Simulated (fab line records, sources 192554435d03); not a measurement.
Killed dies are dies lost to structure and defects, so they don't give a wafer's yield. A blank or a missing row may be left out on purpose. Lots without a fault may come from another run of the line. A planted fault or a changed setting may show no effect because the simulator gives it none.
Chamber matching | flow n5_finfet | N5_BEOL_M5_CURE_79 on uv_cure-03: 3 sister chambers
The step cures SiCOH lowk, time 240 s. 6 wafers are shown with their chamber, then 7 later ones without.

WAFERS WITH THEIR CHAMBER
wafer  | chamber | wafer_temp_C_max | lamp_power_pct (%)
L949.5 | 1       | 388.1            | 52.33
L949.6 | 1       | 388.2            | 52.35
L950.4 | 0       | 386.3            | 52.36
L950.6 | 0       | 386.8            | 52.28
L955.2 | 2       | 386.8            | 52.39
L955.5 | 2       | 386.9            | 52.37

WAFERS WITHOUT THEIR CHAMBER
wafer  | wafer_temp_C_max | lamp_power_pct (%)
L955.6 | 386.8            | 52.35
L961.1 | 387.1            | 52.25
L961.2 | 387.7            | 52.29
L961.4 | 386.6            | 52.27
L963.1 | 386.5            | 52.30
L963.4 | 385.8            | 52.24
L963.6 | 386.4            | 52.34

WHICH CHAMBER EACH WENT THROUGH
wafer  | from the rows above     | in truth
L955.6 | can't be placed: 2 or 0 | 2
L961.1 | can't be placed: 0 or 2 | 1
L961.2 | 1                       | 1
L961.4 | can't be placed: 0 or 2 | 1
L963.1 | 0                       | 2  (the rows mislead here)
L963.4 | 0                       | 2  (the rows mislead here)
L963.6 | can't be placed: 0 or 2 | 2
Placed correctly: 1 of 7. Can't be placed from these rows: 4 (the true chamber is among the candidates in 2). Placed wrongly: 2.
How it was worked out, from the rows above alone: a wafer's distance from a chamber is the root of the sum, over the readings, of the square of ((its reading less the chamber's mean) divided by the reading's scatter). The wafer belongs to the nearest chamber; if the next one is less than 2 further off, it can't be placed. A chamber's mean is the mean of its shown wafers. The scatter: the root of (the sum of the squares of (reading less its chamber's mean) over the shown wafers, divided by (wafers less chambers)).
